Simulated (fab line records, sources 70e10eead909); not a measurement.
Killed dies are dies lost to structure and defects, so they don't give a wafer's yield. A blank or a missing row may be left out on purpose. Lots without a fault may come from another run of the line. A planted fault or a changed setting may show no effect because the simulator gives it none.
fab line records | flow nand_harc
record lots=24 wafers=72 last_day=25
route steps=1159 shown A_STAIRCASE@618 A_SGD_CUT@747
lots that met no fault: from a run of the same line without faults
start_h: hours from the record's first day to the start of the lot's first wafer shown | wait_h: hours since the lot's step before | " the same as in the row above | L1.1+2: a row that stands for several wafers | - no value, or no start given | * or withheld: withheld | < > ~ a bound
route shown NAME@n: a module of which the file shows steps, and the number in the route of the first | usual: mean/standard deviation of fault-free wafers | same: alike in all rows | chamber/n: place in a boat | sites: the reading at each site | _std_site: their standard deviation | _edge_site: outer sites' mean less inner sites' | radius_mm: how far each site lies from the wafer's centre | mask NAME#n: copy n | behind: the tool/chamber that last shaped the wafer | hold: why the lot was held/for how many hours/how that ended | device: the transistor (n, p or np) that didn't switch | end of line: the same wafers' tests at the end of the route | a step without rows: its recipe alone | killed: dies lost to structure and defects at the first sort, not the wafer's yield | map: a wafer's dies, x killed, . not, _ none there
set.NAME: the setting as run; set.NAME@STEP: as run at that earlier step | model.NAME: the simulator's own value behind a step, which no gauge read
steps of the route over a sample of lots; a table a step, a row a wafer
services: from which hour (start_h, from the record's first day; less than 0 if before it) a tool's chamber was out of use, for how many hours, and why
## steps
# step NHARC_A_STAIRCASE_TRIM_224
# recipe time_s=211.2 o2_flow_sccm=500 ar_flow_sccm=0 bias_w=0 chemistry=O2
# usual drypump_motor_current_A=5.8/0.35 oes_product_au=1.004/0.0075 rf_vpp_V=57.8/0.81 showerhead_plenum_p_Torr=3.53/0.1 throttle_valve_pct=17.037/0.0089
# same bias_w=0
# columns lot.wafer tool chamber start_h wait_h drypump_motor_current_A oes_product_au rf_hours_counter_h rf_vpp_V showerhead_plenum_p_Torr throttle_valve_pct
L074.4 rie_diel-05 2 - - 5.5 1.009 32 58.3 3.49 17.045
L074.6 " 2 " " 5.4 1.007 - 57.1 3.49 17.037
L074.5 " 3 " " 6.0 1.002 - 57.5 3.35 17.034
L075.3 rie_diel-11 3 - - 5.9 1.005 19 57.5 3.62 17.049
L075.5 " 1 " " 5.5 0.996 - 58.5 3.61 17.049
L075.6 " 2 " " 6.1 1.001 - 58.0 3.77 17.036
L076.1 rie_diel-04 1 - - 5.0 1.001 52 57.7 3.49 17.018
L076.4 " 3 " " 6.2 1.005 58 58.1 3.56 17.020
L076.6 " 1 " " 5.0 1.002 - 57.2 3.49 17.024
L078.2 rie_diel-05 1 - - 6.0 1.011 37 57.4 3.66 17.026
L078.5 " 2 " " 5.4 1.000 - 57.6 3.49 17.046
L078.6 " 3 " " 6.0 1.011 - 56.8 3.35 17.033
L077.1 rie_diel-11 0 - - 5.3 1.008 23 56.8 3.52 17.039
L077.3 " 3 " " 5.9 1.014 24 56.6 3.62 17.043
L077.5 " 0 " " 5.3 1.007 - 57.5 3.52 17.024
L079.1 rie_diel-05 2 - - 5.5 0.997 41 58.0 3.49 17.031
L079.2 " 3 " " 6.0 0.988 39 56.9 3.35 17.039
L079.6 " 2 " " 5.4 0.999 - 58.2 3.49 17.032
L080.3 rie_diel-04 2 - - 5.7 1.000 54 56.7 3.45 17.017
L080.2 " 3 " " 6.2 1.000 65 59.3 3.56 17.040
L080.1 " 0 " " 5.9 1.011 64 57.4 3.61 17.046
L081.4 rie_diel-05 0 - - 6.2 1.011 41 57.5 3.55 17.038
L081.3 " 1 " " 6.0 1.000 45 59.0 3.65 17.025
L081.6 " 1 " " 6.0 1.004 - 58.2 3.65 17.031
L082.4 rie_diel-05 0 - - 6.2 1.012 46 57.9 3.55 17.054
L082.1 " 2 " " 5.4 0.995 48 58.6 3.48 17.054
L082.5 " 0 " " 6.1 1.003 - 56.9 3.55 17.029
L084.1 rie_diel-05 1 - - 6.0 1.003 53 58.8 3.65 17.024
L084.4 " 2 " " 5.4 0.994 51 58.2 3.48 17.030
L084.5 " 0 " " 6.1 1.013 - 59.0 3.54 17.037
L083.4 rie_diel-04 3 - - 6.2 1.011 3 57.8 3.55 17.038
L083.2 " 2 " " 5.6 0.990 3 58.6 3.44 17.047
L083.5 " 3 " " 6.2 1.005 - 59.4 3.55 17.043
L086.1 rie_diel-04 3 - - 6.2 0.998 11 57.5 3.55 17.045
L086.3 " 1 " " 5.0 1.008 12 56.8 3.48 17.037
L086.2 " 2 " " 5.7 0.997 11 58.1 3.44 17.039
L088.6 rie_diel-05 3 - - 6.0 0.997 - 58.0 3.34 17.036
L088.4 " 0 " " 6.1 1.022 - 57.1 3.54 17.042
L088.5 " 2 " " 5.4 1.005 - 58.7 3.48 17.028
L087.4 rie_diel-11 3 - - 5.9 1.011 45 57.4 3.60 17.024
L087.5 " 3 " " 5.9 0.999 - 57.3 3.60 17.029
L087.6 " 0 " " 5.3 1.017 - 58.6 3.51 17.041
L085.4 rie_diel-04 2 341.15 - 5.7 0.996 16 58.6 3.44 17.026
L085.5 " 3 " " 6.2 1.002 - 57.2 3.55 17.021
L085.6 " 0 " " 6.0 1.002 - 59.0 3.60 17.033
L089.1 rie_diel-11 0 - - 5.3 1.016 47 57.3 3.51 17.025
L089.3 " 1 " " 5.5 1.006 49 56.7 3.59 17.032
L089.6 " 2 " " 6.1 1.009 - 58.6 3.75 17.042
L091.4 rie_diel-04 3 - - 6.2 1.000 19 58.2 3.55 17.037
L091.2 " 2 " " 5.6 0.991 17 56.9 3.44 17.037
L091.6 " 3 " " 6.2 1.003 - 58.7 3.55 17.021
L092.2 rie_diel-04 0 - - 6.0 1.012 24 58.8 3.59 17.047
L092.3 " 1 " " 5.0 1.005 22 57.6 3.48 17.030
L092.6 " 0 " " 5.9 1.010 - 59.0 3.59 17.048
L090.2 rie_diel-04 3 - - 6.2 1.005 25 58.1 3.54 17.032
L090.4 " 1 " " 5.0 1.005 23 58.8 3.48 17.043
L090.5 " 3 " " 6.2 0.995 - 57.4 3.54 17.033
L093.2 rie_diel-04 2 - - 5.7 0.993 24 57.3 3.43 17.028
L093.3 " 3 " " 6.2 0.998 26 58.1 3.54 17.038
L093.1 " 1 " " 5.0 1.006 24 58.3 3.48 17.036
L095.2 rie_diel-11 3 - - 6.0 1.005 54 59.1 3.60 17.052
L095.4 " 1 " " 5.5 0.989 56 58.4 3.59 17.034
L095.6 " 2 " " 6.1 1.016 - 57.8 3.74 17.046
L094.1 rie_diel-05 0 - - 6.1 1.012 1 58.0 3.54 17.047
L094.6 " 2 " " 5.4 1.004 - 58.2 3.47 17.040
L094.4 " 0 " " 6.2 1.007 - 59.3 3.54 17.037
L096.2 rie_diel-05 0 - - 6.1 0.996 8 57.4 3.53 17.045
L096.3 " 1 " " 6.0 0.999 0 56.8 3.65 17.039
L096.5 " 3 " " 6.0 0.989 - 57.1 3.33 17.048
L097.2 rie_diel-04 2 - - 5.7 1.006 37 58.5 3.43 17.049
L097.1 " 0 " " 5.9 1.006 36 57.4 3.59 17.043
L097.6 " 2 " " 5.7 0.996 - 57.2 3.42 17.048
# step NHARC_A_STAIRCASE_HM_OPEN_460
# recipe o2_flow_sccm=400 cos_flow_sccm=20 ar_flow_sccm=0 rf_w=500 bias_w=300 chemistry=O2/COS
# usual bias_w=300.0/0.85 drypump_motor_current_A=5.8/0.36 oes_product_au=1.005/0.0084 rf_vpp_V=467.4/2 showerhead_plenum_p_Torr=3.14/0.084 throttle_valve_pct=28.330/0.0097
# columns lot.wafer tool chamber start_h wait_h bias_w drypump_motor_current_A oes_product_au rf_hours_counter_h rf_vpp_V showerhead_plenum_p_Torr throttle_valve_pct
L074.4 rie_diel-04 2 - - 301.8 5.6 1.004 48 465.0 3.05 28.344
L074.5 " 3 " " 301.0 6.2 1.002 - 467.3 3.15 28.326
L074.6 " 0 " " 299.5 5.9 1.010 - 468.2 3.20 28.325
L075.3 rie_diel-05 0 - - 301.2 6.1 1.000 33 467.3 3.15 28.304
L075.6 " 0 " " 301.2 6.2 1.010 - 467.0 3.15 28.314
L075.5 " 1 " " 301.1 6.0 0.999 - 468.9 3.24 28.315
L076.4 rie_diel-04 1 - - 300.5 5.0 1.007 54 466.7 3.09 28.339
L076.1 " 3 " " 299.8 6.2 1.007 60 468.6 3.15 28.324
L076.6 " 2 " " 299.5 5.6 1.000 - 465.8 3.05 28.340
L078.2 rie_diel-05 2 - - 299.5 5.4 1.009 40 466.4 3.09 28.319
L078.5 " 0 " " 301.4 6.2 1.013 - 467.5 3.14 28.331
L078.6 " 1 " " 299.0 6.0 1.019 - 470.7 3.24 28.325
L077.3 rie_diel-05 0 - - 302.6 6.1 1.009 38 468.1 3.14 28.336
L077.1 " 2 " " 300.0 5.5 1.007 41 466.2 3.09 28.329
L077.5 " 0 " " 300.6 6.1 1.010 - 466.3 3.14 28.317
L079.2 rie_diel-11 3 - - 300.4 5.9 1.004 30 469.7 3.20 28.325
L079.1 " 0 " " 299.2 5.3 1.006 30 465.6 3.11 28.337
L079.6 " 2 " " 299.0 6.1 1.010 - 471.4 3.33 28.337
L080.3 rie_diel-11 3 - - 300.3 5.9 1.004 32 468.6 3.20 28.322
L080.1 " 0 " " 300.0 5.3 1.011 31 465.9 3.11 28.335
L080.2 " 1 " " 299.5 5.5 1.000 30 469.2 3.19 28.335
L081.4 rie_diel-05 1 - - 300.8 6.0 1.004 48 468.3 3.23 28.322
L081.3 " 2 " " 300.2 5.5 1.000 46 467.2 3.08 28.347
L081.6 " 1 " " 300.4 6.0 1.010 - 469.5 3.23 28.330
L082.4 rie_diel-04 1 - - 300.2 5.0 0.986 1 465.6 3.09 28.327
L082.1 " 2 " " 297.8 5.6 0.998 1 465.7 3.05 28.330
L082.5 " 3 " " 299.9 6.2 0.994 - 467.4 3.15 28.333
L084.4 rie_diel-04 3 - - 301.3 6.2 1.006 3 467.6 3.15 28.320
L084.1 " 0 " " 300.6 6.0 1.019 4 469.2 3.19 28.341
L084.5 " 3 " " 300.2 6.2 1.001 - 469.9 3.15 28.340
L083.4 rie_diel-04 3 - - 299.3 6.2 0.995 6 468.6 3.14 28.320
L083.2 " 0 " " 300.9 5.9 1.007 6 468.0 3.19 28.329
L083.5 " 3 " " 299.0 6.1 0.997 - 466.9 3.14 28.332
L086.1 rie_diel-04 3 - - 298.6 6.2 0.998 17 466.9 3.14 28.347
L086.3 " 1 " " 299.8 5.0 0.988 16 466.6 3.08 28.340
L086.2 " 2 " " 298.5 5.6 1.000 15 465.9 3.04 28.322
L088.4 rie_diel-04 2 - - 300.6 5.7 1.001 17 465.3 3.04 28.334
L088.6 " 3 " " 300.2 6.2 1.008 - 467.8 3.14 28.333
L088.5 " 0 " " 301.3 6.0 1.014 - 468.5 3.18 28.317
L087.4 rie_diel-04 1 - - 300.4 5.1 0.998 18 466.1 3.08 28.334
L087.5 " 2 " " 299.8 5.7 0.999 - 465.5 3.04 28.326
L087.6 " 3 " " 300.9 6.2 1.008 - 467.7 3.14 28.317
L085.4 rie_diel-11 0 - - 299.2 5.3 1.023 - 467.1 3.10 28.332
L085.5 " 1 " " 300.5 5.5 1.008 - 468.4 3.18 28.332
L085.6 " 2 " " 299.4 6.1 1.012 - 472.6 3.32 28.326
L091.4 rie_diel-11 3 - - 300.0 5.9 1.008 52 468.1 3.19 28.329
L091.2 " 2 " " 299.0 6.1 1.006 56 471.7 3.31 28.333
L091.6 " 3 " " 299.0 5.9 1.006 - 467.1 3.19 28.339
L089.1 rie_diel-04 1 - - 300.6 5.0 0.998 26 466.1 3.07 28.343
L089.3 " 2 " " 299.6 5.6 1.005 26 464.1 3.03 28.315
L089.6 " 3 " " 299.9 6.2 1.002 - 466.4 3.13 28.318
L092.3 rie_diel-04 1 - - 299.8 5.1 1.000 28 466.7 3.07 28.328
L092.2 " 2 " " 299.5 5.6 1.001 28 465.7 3.03 28.333
L092.6 " 3 " " 298.8 6.2 1.004 - 466.3 3.13 28.311
L090.4 rie_diel-11 3 - - 299.9 5.9 1.007 55 467.6 3.19 28.320
L090.2 " 1 " " 300.5 5.5 0.987 57 467.1 3.18 28.332
L090.5 " 2 " " 301.1 6.1 0.999 - 471.8 3.31 28.318
L093.3 rie_diel-04 2 - - 300.5 5.7 1.000 31 466.5 3.03 28.352
L093.2 " 3 " " 300.3 6.2 0.993 32 466.2 3.13 28.330
L093.1 " 1 " " 301.0 5.0 1.003 30 465.6 3.07 28.328
L095.2 rie_diel-05 2 - - 298.9 5.4 0.996 11 465.9 3.07 28.324
L095.6 " 2 " " 299.5 5.4 1.018 - 465.1 3.07 28.357
L095.4 " 0 " " 301.3 6.2 1.011 - 464.4 3.13 28.346
L094.4 rie_diel-04 3 - - 297.9 6.2 1.010 35 468.9 3.13 28.327
L094.1 " 2 " " 298.3 5.6 1.004 35 464.8 3.03 28.338
L094.6 " 3 " " 299.3 6.2 1.009 - 467.0 3.13 28.323
L096.2 rie_diel-11 1 - - 299.5 5.5 1.005 3 467.9 3.17 28.353
L096.3 " 2 " " 299.9 6.1 1.015 3 470.5 3.31 28.343
L096.5 " 2 " " 300.5 6.1 1.012 - 471.4 3.31 28.337
L097.1 rie_diel-04 1 - - 298.8 5.0 1.003 40 465.3 3.07 28.331
L097.2 " 3 " " 300.7 6.2 1.007 40 466.3 3.13 28.314
L097.6 " 0 " " 299.5 5.9 1.011 - 469.8 3.17 28.334
# step NHARC_A_STAIRCASE_STRIP_446
# recipe power_w=1500 temp_c=250 chemistry=O2
# usual drypump_motor_current_A=6.1/0.32 heater_power_w=313/14
# columns lot.wafer tool chamber start_h wait_h drypump_motor_current_A heater_power_w rf_hours_counter_h
L074.4 plasma_asher-02 0 313.21 0.1 6.0 293 -
L074.6 " 0 " " 6.0 300 -
L074.5 " 1 " " 6.6 305 -
L075.3 plasma_asher-02 1 317.78 0.2 6.6 301 -
L075.6 " 0 " " 6.0 308 -
L075.5 " 1 " " 6.6 308 -
L078.2 plasma_asher-02 1 317.92 0.2 6.6 298 42
L078.6 " 1 " " 6.6 302 -
L078.5 " 0 " " 6.0 294 -
L076.1 plasma_asher-01 1 318.03 0.1 5.8 306 8
L076.4 " 1 " " 5.9 318 -
L076.6 " 1 " " 5.8 315 -
L077.1 plasma_asher-01 1 321.44 0.0 5.9 310 9
L077.3 " 0 " " 5.8 332 -
L077.5 " 1 " " 5.8 316 -
L079.1 plasma_asher-02 1 336.04 0.0 6.6 301 49
L079.2 " 0 " " 5.9 306 49
L079.6 " 1 " " 6.6 303 -
L081.4 plasma_asher-02 0 337.68 0.1 6.0 307 -
L081.3 " 1 " " 6.6 300 -
L081.6 " 0 " " 6.0 297 -
L080.1 plasma_asher-01 0 341.85 0.0 5.8 328 17
L080.2 " 1 " " 5.8 313 17
L080.3 " 0 " " 5.8 339 -
L082.1 plasma_asher-01 0 356.18 0.1 5.8 329 22
L082.4 " 0 " " 5.8 332 -
L082.5 " 0 " " 5.8 335 -
L083.2 plasma_asher-01 1 367.49 0.1 5.9 309 28
L083.4 " 0 " " 5.8 332 -
L083.5 " 1 " " 5.9 311 -
L084.1 plasma_asher-01 1 367.90 0.1 5.8 306 28
L084.4 " 0 " " 5.8 334 -
L084.5 " 0 " " 5.8 334 -
L086.2 plasma_asher-01 0 391.19 0.0 5.8 329 35
L086.1 " 1 " " 5.8 312 35
L086.3 " 0 " " 5.8 325 -
L088.4 plasma_asher-02 0 391.47 0.2 5.9 312 -
L088.5 " 1 " " 6.6 303 -
L088.6 " 0 " " 6.0 315 -
L087.4 plasma_asher-02 0 398.85 0.1 6.0 301 -
L087.5 " 0 " " 6.0 307 -
L087.6 " 1 " " 6.6 309 -
L085.4 plasma_asher-01 0 408.46 0.2 5.8 329 -
L085.5 " 1 " " 5.8 302 -
L085.6 " 0 " " 5.8 325 -
L093.2 plasma_asher-01 1 413.46 0.0 5.9 308 42
L093.1 " 0 " " 5.8 329 42
L093.3 " 1 " " 5.9 319 -
L095.2 plasma_asher-02 1 413.50 0.1 6.6 303 12
L095.4 " 0 " " 6.0 305 -
L095.6 " 1 " " 6.6 300 -
L090.2 plasma_asher-01 0 413.79 0.2 5.8 326 42
L090.4 " 0 " " 5.8 337 -
L090.5 " 1 " " 5.8 311 -
L089.1 plasma_asher-02 1 414.92 0.0 6.6 293 13
L089.3 " 0 " " 6.0 305 -
L089.6 " 0 " " 6.0 303 -
L092.2 plasma_asher-01 0 414.99 0.0 5.8 343 43
L092.3 " 1 " " 5.8 312 -
L092.6 " 1 " " 5.8 300 -
L091.2 plasma_asher-02 0 415.32 0.1 5.9 300 13
L091.4 " 0 " " 5.9 318 -
L091.6 " 0 " " 6.0 304 -
L094.1 plasma_asher-02 0 429.73 0.1 6.0 314 19
L094.4 " 1 " " 6.6 300 -
L094.6 " 0 " " 6.0 308 -
L097.2 plasma_asher-01 0 433.87 0.0 5.8 332 49
L097.1 " 1 " " 5.8 311 49
L097.6 " 1 " " 5.8 300 -
L096.2 plasma_asher-02 0 434.11 0.1 6.0 301 21
L096.3 " 0 " " 6.0 299 -
L096.5 " 1 " " 6.6 294 -
# step NHARC_A_STAIRCASE_CMP_450
# recipe target_thk_nm=200 material=SiO2
# usual motor_current_A=12.1/1.3
# columns lot.wafer tool chamber start_h wait_h motor_current_A
L074.4 cmp-04 0 313.93 - 11.4
L074.6 " 3 " " 13.3
L074.5 " 0 " " 11.7
L075.3 cmp-04 3 318.45 - 12.7
L075.6 " 2 " " 11.4
L075.5 " 3 " " 14.0
L078.2 cmp-01 0 318.75 - 10.1
L078.5 " 1 " " 13.7
L078.6 " 2 " " 11.4
L076.4 cmp-03 1 318.81 - 13.0
L076.1 " 2 " " 11.6
L076.6 " 1 " " 12.6
L077.3 cmp-01 1 322.25 - 13.9
L077.1 " 3 " " 10.9
L077.5 " 1 " " 13.5
L079.1 cmp-01 0 336.85 - 10.3
L079.2 " 2 " " 10.8
L079.6 " 3 " " 11.5
L081.3 cmp-01 1 338.39 - 12.6
L081.4 " 3 " " 11.2
L081.6 " 1 " " 14.0
L080.3 cmp-04 3 342.65 - 13.0
L080.2 " 0 " " 11.3
L080.1 " 1 " " 11.4
L082.4 cmp-01 1 356.93 - 14.0
L082.1 " 2 " " 11.1
L082.5 " 2 " " 11.2
L083.4 cmp-01 2 368.29 - 11.1
L083.2 " 0 " " 9.8
L083.5 " 3 " " 10.6
L084.4 cmp-04 3 368.67 - 12.9
L084.1 " 0 " " 11.5
L084.5 " 3 " " 12.8
L086.1 cmp-01 0 391.99 - 9.8
L086.3 " 1 " " 14.3
L086.2 " 2 " " 11.9
L088.4 cmp-03 1 392.14 - 13.1
L088.5 " 0 " " 12.7
L088.6 " 1 " " 12.4
L087.4 cmp-03 3 399.58 - 14.7
L087.6 " 1 " " 12.7
L087.5 " 2 " " 11.8
L085.4 cmp-01 2 409.13 - 11.3
L085.6 " 1 " " 13.6
L085.5 " 2 " " 11.6
L093.1 cmp-03 0 414.28 - 13.5
L093.3 " 1 " " 12.7
L093.2 " 3 " " 15.0
L095.2 cmp-01 1 414.34 - 13.1
L095.4 " 3 " " 10.9
L095.6 " 1 " " 13.4
L090.4 cmp-03 1 414.57 - 12.9
L090.2 " 3 " " 13.8
L090.5 " 0 " " 12.7
L089.1 cmp-01 0 415.76 - 10.1
L089.3 " 2 " " 10.8
L089.6 " 0 " " 10.2
L092.2 cmp-04 3 415.81 - 13.1
L092.3 " 1 " " 11.1
L092.6 " 3 " " 13.4
L091.2 cmp-03 1 416.08 - 12.8
L091.4 " 3 " " 15.3
L091.6 " 2 " " 12.0
L094.1 cmp-01 3 430.49 - 11.7
L094.4 " 1 " " 12.5
L094.6 " 2 " " 11.1
L097.1 cmp-03 2 434.76 - 11.8
L097.2 " 3 " " 13.7
L097.6 " 2 " " 11.9
L096.2 cmp-04 0 434.86 - 11.1
L096.3 " 1 " " 11.3
L096.5 " 1 " " 10.6
# step NHARC_A_SGD_CUT_DEP_00
# recipe target_thk_a=500 temp_c=400 target_thk_nm=50 flow_sccm=200 rf_w=450 material=SiNx
# usual heater_power_w=724/85
# columns lot.wafer tool chamber start_h wait_h heater_power_w
L074.4 pecvd-04 2 316.03 0.2 756
L074.6 " 0 " " 753
L074.5 " 1 " " 664
L075.3 pecvd-04 2 320.57 0.1 745
L075.5 " 0 " " 810
L075.6 " 1 " " 718
L078.2 pecvd-03 1 320.84 0.1 608
L078.6 " 0 " " 622
L078.5 " 2 " " 768
L076.1 pecvd-02 1 320.98 0.2 626
L076.4 " 2 " " 830
L076.6 " 1 " " 644
L077.3 pecvd-02 0 324.12 0.1 713
L077.1 " 1 " " 697
L077.5 " 0 " " 739
L079.2 pecvd-03 0 338.88 0.1 605
L079.1 " 1 " " 669
L079.6 " 1 " " 654
L081.3 pecvd-03 2 340.41 0.2 748
L081.4 " 0 " " 626
L081.6 " 2 " " 748
L080.1 pecvd-04 2 344.75 0.1 787
L080.2 " 0 " " 870
L080.3 " 1 " " 803
L082.1 pecvd-03 2 359.14 0.1 765
L082.5 " 1 " " 615
L082.4 " 2 " " 760
L083.2 pecvd-04 0 370.45 0.1 836
L083.5 " 2 " " 684
L083.4 " 0 " " 851
L084.1 pecvd-04 0 370.68 0.1 770
L084.4 " 2 " " 686
L084.5 " 1 " " 653
L086.1 pecvd-03 2 393.94 0.1 640
L086.2 " 0 " " 612
L086.3 " 1 " " 676
L088.4 pecvd-04 0 394.14 0.2 707
L088.5 " 1 " " 770
L088.6 " 2 " " 633
L087.4 pecvd-02 2 401.60 0.2 905
L087.5 " 1 " " 659
L087.6 " 2 " " 913
L085.5 pecvd-03 2 411.34 0.4 709
L085.4 " 0 " " 648
L085.6 " 1 " " 662
L093.1 pecvd-02 0 416.30 0.1 664
L093.3 " 1 " " 726
L093.2 " 2 " " 894
L095.2 pecvd-03 1 416.46 0.1 626
L095.4 " 1 " " 625
L095.6 " 0 " " 597
L090.2 pecvd-02 0 416.67 0.1 633
L090.5 " 0 " " 646
L090.4 " 2 " " 830
L089.3 pecvd-02 2 417.63 0.1 887
L089.1 " 0 " " 681
L089.6 " 2 " " 893
L092.3 pecvd-02 2 417.81 0.1 864
L092.2 " 0 " " 654
L092.6 " 0 " " 647
L091.2 pecvd-02 2 418.10 0.1 863
L091.6 " 1 " " 676
L091.4 " 0 " " 706
L094.1 pecvd-02 1 432.39 0.1 606
L094.4 " 0 " " 625
L094.6 " 2 " " 808
L097.2 pecvd-04 2 436.80 0.2 652
L097.1 " 0 " " 756
L097.6 " 2 " " 642
L096.3 pecvd-04 0 436.94 0.2 818
L096.2 " 1 " " 863
L096.5 " 2 " " 684
# step NHARC_A_SGD_CUT_ETCH_15
# recipe target_depth_a=750 time_s=64.3 ch3f_flow_sccm=50 o2_flow_sccm=30 ar_flow_sccm=200 rf_w=500 bias_w=100 chemistry=CH3F/O2
# usual bias_w=100.0/0.3 drypump_motor_current_A=5.5/0.46 oes_product_au=0.964/0.014 rf_vpp_V=263.4/1.7 showerhead_plenum_p_Torr=2.42/0.098 throttle_valve_pct=20.662/0.0089
# columns lot.wafer tool chamber start_h wait_h bias_w drypump_motor_current_A oes_product_au rf_hours_counter_h rf_vpp_V showerhead_plenum_p_Torr throttle_valve_pct
L074.4 rie_diel-09 3 - - 100.2 6.2 0.949 4 265.5 2.64 20.672
L074.6 " 1 " " 99.8 5.0 0.971 - 264.5 2.56 20.665
L074.5 " 2 " " 100.2 5.7 0.956 - 262.9 2.45 20.648
L075.3 rie_diel-10 2 - - 100.2 6.4 0.958 10 265.0 2.54 20.656
L075.5 " 2 " " 99.8 6.4 0.971 - 264.8 2.54 20.657
L075.6 " 3 " " 99.7 5.0 0.964 - 263.6 2.46 20.664
L078.2 rie_diel-02 2 - - 100.0 5.3 0.981 16 261.9 2.29 20.647
L078.6 " 0 " " 100.0 5.2 0.952 - 262.3 2.37 20.667
L078.5 " 1 " " 100.2 5.8 0.968 - 263.3 2.41 20.662
L076.4 rie_diel-02 0 - - 99.9 5.2 0.959 18 262.1 2.37 20.664
L076.1 " 2 " " 100.6 5.3 0.955 16 261.4 2.29 20.650
L076.6 " 0 " " 100.0 5.2 0.955 - 261.6 2.37 20.649
L077.1 rie_diel-10 3 - - 100.1 5.0 0.962 7 263.6 2.45 20.659
L077.3 " 0 " " 99.9 5.0 0.975 11 264.5 2.58 20.648
L077.5 " 2 " " 100.1 6.4 0.966 - 265.9 2.54 20.652
L079.2 rie_diel-02 1 - - 100.0 5.8 0.956 1 263.7 2.41 20.665
L079.1 " 2 " " 100.1 5.3 0.962 1 262.6 2.29 20.672
L079.6 " 1 " " 99.9 5.8 0.963 - 264.1 2.41 20.667
L081.3 rie_diel-10 1 - - 100.4 5.6 0.957 9 260.8 2.36 20.673
L081.4 " 3 " " 99.6 5.0 0.974 8 262.8 2.46 20.677
L081.6 " 2 " " 100.2 6.4 0.959 - 264.8 2.54 20.662
L080.2 rie_diel-10 1 - - 99.5 5.6 0.984 10 262.4 2.36 20.659
L080.1 " 2 " " 100.2 6.4 0.978 12 265.2 2.54 20.662
L080.3 " 3 " " 100.0 4.9 0.971 8 264.1 2.45 20.672
L082.1 rie_diel-02 3 - - 99.5 5.9 0.987 2 263.8 2.39 20.660
L082.4 " 1 " " 100.1 5.8 0.967 3 262.7 2.41 20.665
L082.5 " 3 " " 100.0 5.9 0.989 - 261.8 2.39 20.657
L083.2 rie_diel-02 3 - - 100.1 5.9 0.993 3 263.1 2.39 20.660
L083.4 " 0 " " 99.6 5.2 0.978 4 262.0 2.37 20.667
L083.5 " 3 " " 99.6 5.9 0.982 - 264.3 2.39 20.644
L084.4 rie_diel-10 3 - - 99.6 5.0 0.966 0 264.0 2.45 20.662
L084.1 " 2 " " 100.0 6.4 0.963 0 265.7 2.54 20.663
L084.5 " 3 " " 99.7 5.0 0.960 - 264.2 2.45 20.663
L086.1 rie_diel-10 0 - - 100.1 5.0 0.963 2 264.5 2.58 20.660
L086.3 " 1 " " 100.1 5.6 0.959 2 262.7 2.36 20.656
L086.2 " 2 " " 100.7 6.4 0.944 1 266.4 2.54 20.655
L088.4 rie_diel-02 1 - - 100.1 5.8 0.955 6 263.7 2.41 20.676
L088.6 " 2 " " 99.2 5.3 0.964 - 261.7 2.29 20.671
L088.5 " 3 " " 100.0 5.9 0.977 - 262.4 2.39 20.675
L087.4 rie_diel-10 1 - - 100.4 5.6 0.981 2 262.7 2.36 20.671
L087.5 " 1 " " 100.4 5.6 0.993 - 261.9 2.36 20.668
L087.6 " 2 " " 99.7 6.4 0.992 - 264.2 2.54 20.653
L085.4 rie_diel-02 1 - - 100.4 5.8 0.928 10 264.5 2.41 20.665
L085.5 " 0 " " 99.6 5.2 0.951 - 263.2 2.36 20.671
L085.6 " 1 " " 99.9 5.8 0.937 - 262.9 2.41 20.662
L093.2 rie_diel-09 0 - - 100.1 5.7 0.972 12 263.3 2.34 20.665
L093.1 " 2 " " 99.3 5.7 0.951 13 264.4 2.45 20.662
L093.3 " 3 " " 100.1 6.2 0.967 12 266.4 2.64 20.661
L095.4 rie_diel-10 1 - - 100.6 5.6 0.970 3 262.5 2.36 20.667
L095.2 " 0 " " 99.7 5.0 0.949 3 264.8 2.58 20.680
L095.6 " 1 " " 100.3 5.6 0.963 - 261.4 2.36 20.664
L090.2 rie_diel-02 0 - - 100.3 5.2 0.962 10 262.4 2.36 20.650
L090.4 " 2 " " 100.1 5.3 0.957 - 260.7 2.29 20.639
L090.5 " 3 " " 100.0 5.9 0.987 - 262.5 2.38 20.667
L089.3 rie_diel-10 0 - - 100.4 4.9 0.983 4 266.2 2.58 20.656
L089.1 " 3 " " 99.5 5.0 0.984 3 262.1 2.45 20.668
L089.6 " 1 " " 100.3 5.6 0.957 - 262.0 2.36 20.670
L092.2 rie_diel-02 2 - - 100.3 5.3 0.957 9 260.2 2.28 20.670
L092.3 " 3 " " 100.2 5.9 0.974 9 262.8 2.38 20.644
L092.6 " 2 " " 100.6 5.3 0.952 - 262.4 2.28 20.659
L091.2 rie_diel-09 1 - - 100.1 5.0 0.947 13 264.9 2.56 20.638
L091.4 " 2 " " 100.0 5.7 0.946 14 263.2 2.45 20.668
L091.6 " 0 " " 99.6 5.7 0.953 - 261.4 2.34 20.663
L094.4 rie_diel-02 2 - - 99.7 5.3 0.955 12 260.0 2.28 20.657
L094.1 " 0 " " 99.9 5.2 0.973 12 262.1 2.36 20.670
L094.6 " 2 " " 99.7 5.3 0.949 - 261.0 2.28 20.661
L096.3 rie_diel-10 1 - - 100.1 5.6 0.944 6 263.3 2.36 20.671
L096.2 " 0 " " 100.4 5.0 0.969 6 265.8 2.57 20.662
L096.5 " 2 " " 99.8 6.4 0.949 - 264.7 2.54 20.668
L097.1 rie_diel-02 2 - - 99.8 5.3 0.954 14 260.8 2.28 20.672
L097.2 " 1 " " 100.1 5.8 0.957 13 261.7 2.41 20.665
L097.6 " 2 " " 100.3 5.3 0.937 - 260.0 2.28 20.654
## services
# columns tool chamber start_h hours kind
rie_diel-10 1 231.61 14.3 repair
rie_diel-04 1 253.92 2.7 repair
cmp-01 - 254.26 0.6 repair
rie_diel-02 1 262.61 6.8 repair
rie_diel-04 1 275.49 13.2 repair
plasma_asher-01 - 276.00 9.0 pm
cmp-01 - 277.50 4.0 pm
rie_diel-04 2 286.14 9.2 repair
rie_diel-04 - 289.06 9.0 pm
cmp-01 - 294.84 0.3 repair
rie_diel-11 1 304.97 3.8 repair
rie_diel-05 2 305.93 9.1 repair
rie_diel-11 - 310.36 0.3 repair
plasma_asher-01 - 320.51 0.9 repair
rie_diel-05 1 323.17 52.0 repair
rie_diel-02 - 327.86 9.0 pm
rie_diel-05 - 341.01 9.0 pm
cmp-01 - 342.65 1.6 repair
rie_diel-11 3 350.25 3.7 repair
rie_diel-10 - 353.53 9.0 pm
plasma_asher-02 - 360.55 9.0 pm
cmp-01 - 375.50 4.0 pm
rie_diel-11 2 399.95 2.8 repair
rie_diel-02 1 416.22 11.6 repair
## key
fault none
